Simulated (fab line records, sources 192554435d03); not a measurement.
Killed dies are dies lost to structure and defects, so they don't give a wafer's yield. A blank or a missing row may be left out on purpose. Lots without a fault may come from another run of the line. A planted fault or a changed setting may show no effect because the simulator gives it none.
One fault seen from 2 desks | flow n5_finfet | each desk has only its own numbers; what lay behind them comes last

THE METROLOGY DESK
What the gauges read, lot by lot, whatever tool the lot ran on: means of the sampled wafers that have a number. A lot is out of limits, marked OUT, if its mean lies more than 4 standard deviations from the usual mean; the brackets give that distance. Of its 11 readings 7 are shown: those that lie furthest out on some lot.
Columns: A = DIBL_N at N5_BEOL_M4_RC_MEAS_101, usual 36.3 mV/V; B = IOFF_P at N5_BEOL_M4_RC_MEAS_101, usual 0.211 nA/um; C = ION_N at N5_BEOL_M4_RC_MEAS_101, usual 672 uA/um; D = ION_P at N5_BEOL_M4_RC_MEAS_101, usual 462 uA/um; E = SS_N at N5_BEOL_M4_RC_MEAS_101, usual 71.5 mV/dec; F = VT_N at N5_BEOL_M4_RC_MEAS_101, usual 249.9 mV; G = VT_P at N5_BEOL_M4_RC_MEAS_101, usual -249.8 mV
lot  | first seen here | A    | B     | C   | D   | E    | F     | G
L147 | day 5 10:23     | 36.8 | 0.184 | 672 | 455 | 71.1 | 250.4 | -252.5
L148 | day 5 12:28     | 37.3 | 0.206 | 671 | 459 | 71.0 | 249.5 | -251.5
L155 | day 7 05:22     | 36.6 | 0.225 | 686 | 468 | 72.0 | 247.3 | -248.6
L160 | day 8 11:42     | 35.9 | 0.206 | 674 | 457 | 72.2 | 249.1 | -249.9
L161 | day 8 22:44     | 36.9 | 0.224 | 673 | 463 | 72.3 | 249.6 | -248.8
This desk's finding: nothing out of limits on any of the 5 lots.

THE TOOL OWNER'S DESK: rie_si-02
The tool's own readings at N5_DUMMY_GATE_ETCH_32 (etches SiO2 in CF4, target depth 3.5 nm, time 3.9 s): means of the sampled wafers that have a number, for each lot that ran on this tool. A lot is out of limits, marked OUT, if its mean lies more than 4 standard deviations from the usual mean; the brackets give that distance.
Columns: A = drypump_motor_current_A at N5_DUMMY_GATE_ETCH_32, usual 5.6 A; B = oes_product_au at N5_DUMMY_GATE_ETCH_32, usual 1.003 a.u.; C = throttle_valve_pct at N5_DUMMY_GATE_ETCH_32, usual 21.61 %
lot  | first seen here | A   | B     | C
L148 | day 5 12:46     | 5.5 | 1.005 | 21.69
L155 | day 7 05:43     | 5.7 | 1.026 | 21.54
This desk's finding: nothing out of limits on any of the 2 lots.

PUT TOGETHER
The metrology desk saw nothing out of limits.
The tool owner's desk saw nothing out of limits.

WHAT THE SIMULATOR HAD PUT IN
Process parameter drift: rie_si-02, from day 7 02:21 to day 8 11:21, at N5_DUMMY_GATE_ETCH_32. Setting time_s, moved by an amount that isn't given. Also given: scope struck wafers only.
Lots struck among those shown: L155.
